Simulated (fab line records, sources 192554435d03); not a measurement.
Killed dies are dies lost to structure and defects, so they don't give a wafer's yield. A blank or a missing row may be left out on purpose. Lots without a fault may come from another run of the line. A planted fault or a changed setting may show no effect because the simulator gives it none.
Chamber matching | flow n5_finfet | N5_BEOL_M5_STRIP_64 on rie_diel-04: 4 sister chambers
The step strips in CF4. 16 wafers are shown with their chamber, then 8 later ones without.

WAFERS WITH THEIR CHAMBER
wafer  | chamber | showerhead_plenum_p_Torr (Torr) | oes_product_au (a.u.) | rf_vpp_V (V)
L074.2 | 3       | 1.83                            | 0.90                  | 272.5
L074.3 | 1       | 1.82                            | 0.86                  | 271.7
L074.5 | 0       | 1.73                            | 0.77                  | 270.6
L075.3 | 0       | 1.73                            | 0.77                  | 269.7
L075.4 | 1       | 1.82                            | 0.87                  | 272.3
L075.6 | 0       | 1.73                            | 0.77                  | 270.6
L078.1 | 2       | 1.84                            | 0.94                  | 271.6
L078.3 | 3       | 1.82                            | 0.88                  | 271.9
L078.5 | 3       | 1.82                            | 0.87                  | 273.1
L079.1 | 3       | 1.82                            | 0.87                  | 272.8
L079.4 | 0       | 1.72                            | 0.75                  | 270.8
L079.6 | 1       | 1.82                            | 0.85                  | 272.6
L081.1 | 1       | 1.82                            | 0.85                  | 272.6
L081.2 | 0       | 1.72                            | 0.76                  | 270.4
L081.3 | 3       | 1.82                            | 0.86                  | 271.6
L083.3 | 3       | 1.82                            | 0.85                  | 271.9

SIGNATURES (means of the wafers above)
reading                  | chamber 0 | chamber 1 | chamber 2 | chamber 3 | scatter within a chamber
showerhead_plenum_p_Torr | 1.7260    | 1.8200    | 1.8400    | 1.8217    | 0.00412
oes_product_au           | 0.7640    | 0.8575    | 0.9400    | 0.8717    | 0.0132
rf_vpp_V                 | 270.420   | 272.300   | 271.600   | 272.300   | 0.501
Rule: a wafer's distance from a chamber is the root of the sum, over the readings, of the square of ((its reading less the chamber's mean) divided by the reading's scatter). The wafer belongs to the nearest chamber; if the next one is less than 2 further off, it can't be placed. The scatter: the root of (the sum of the squares of (reading less its chamber's mean) over the shown wafers, divided by (wafers less chambers)).

WAFERS WITHOUT THEIR CHAMBER
wafer  | showerhead_plenum_p_Torr (Torr) | oes_product_au (a.u.) | rf_vpp_V (V)
L083.5 | 1.82                            | 0.85                  | 270.3
L083.6 | 1.72                            | 0.74                  | 268.9
L084.3 | 1.82                            | 0.83                  | 272.4
L084.4 | 1.72                            | 0.75                  | 270.1
L084.5 | 1.82                            | 0.84                  | 271.6
L086.2 | 1.82                            | 0.83                  | 272.7
L086.3 | 1.82                            | 0.86                  | 272.8
L086.5 | 1.82                            | 0.84                  | 270.0

WHICH CHAMBER EACH WENT THROUGH
wafer  | from the rows above     | in truth
L083.5 | can't be placed: 1 or 3 | 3
L083.6 | 0                       | 0
L084.3 | can't be placed: 1 or 3 | 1
L084.4 | 0                       | 0
L084.5 | can't be placed: 1 or 3 | 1
L086.2 | can't be placed: 1 or 3 | 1
L086.3 | can't be placed: 1 or 3 | 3
L086.5 | can't be placed: 1 or 3 | 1
Placed correctly: 2 of 8. Can't be placed from these rows: 6 (the true chamber is among the candidates in 6). Placed wrongly: 0.
